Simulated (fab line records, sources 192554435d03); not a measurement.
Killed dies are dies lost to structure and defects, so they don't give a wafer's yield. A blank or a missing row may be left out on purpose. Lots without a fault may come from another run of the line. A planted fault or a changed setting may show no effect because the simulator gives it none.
Chamber matching | flow n5_finfet | N5_BEOL_M1_VIA_ETCH_34 on rie_diel-04: 4 sister chambers
The step etches the open film in C4F6/O2, target depth 67.8 nm, time 64.4 s. 4 wafers are shown with their chamber, then 10 later ones without.

WAFERS WITH THEIR CHAMBER
wafer  | chamber | drypump_motor_current_A (A)
L088.2 | 3       | 5.9
L089.3 | 2       | 5.4
L091.1 | 1       | 6.0
L091.3 | 0       | 6.3

WAFERS WITHOUT THEIR CHAMBER
wafer  | drypump_motor_current_A (A)
L091.6 | 5.4
L094.2 | 6.0
L094.5 | 5.9
L094.6 | 6.3
L095.1 | 6.0
L095.2 | 6.4
L095.4 | 6.0
L096.4 | 6.4
L096.5 | 6.1
L096.6 | 6.0

WHICH CHAMBER EACH WENT THROUGH
wafer  | from the rows above          | in truth
L091.6 | 2                            | 2
L094.2 | can't be placed: 1 or 3      | 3
L094.5 | can't be placed: 3 or 1      | 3
L094.6 | 0                            | 0
L095.1 | can't be placed: 1 or 3      | 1
L095.2 | 0                            | 0
L095.4 | can't be placed: 1 or 3      | 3
L096.4 | 0                            | 0
L096.5 | can't be placed: 1 or 3 or 0 | 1
L096.6 | can't be placed: 1 or 3      | 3
Placed correctly: 4 of 10. Can't be placed from these rows: 6 (the true chamber is among the candidates in 6). Placed wrongly: 0.
How it was worked out, from the rows above alone: a wafer's distance from a chamber is the root of the sum, over the readings, of the square of ((its reading less the chamber's mean) divided by the reading's scatter). The wafer belongs to the nearest chamber; if the next one is less than 2 further off, it can't be placed. A chamber's mean is the mean of its shown wafers. The scatter: with one shown wafer a chamber, the root of the mean of the squares of how far each hidden wafer lies from its nearest shown one.
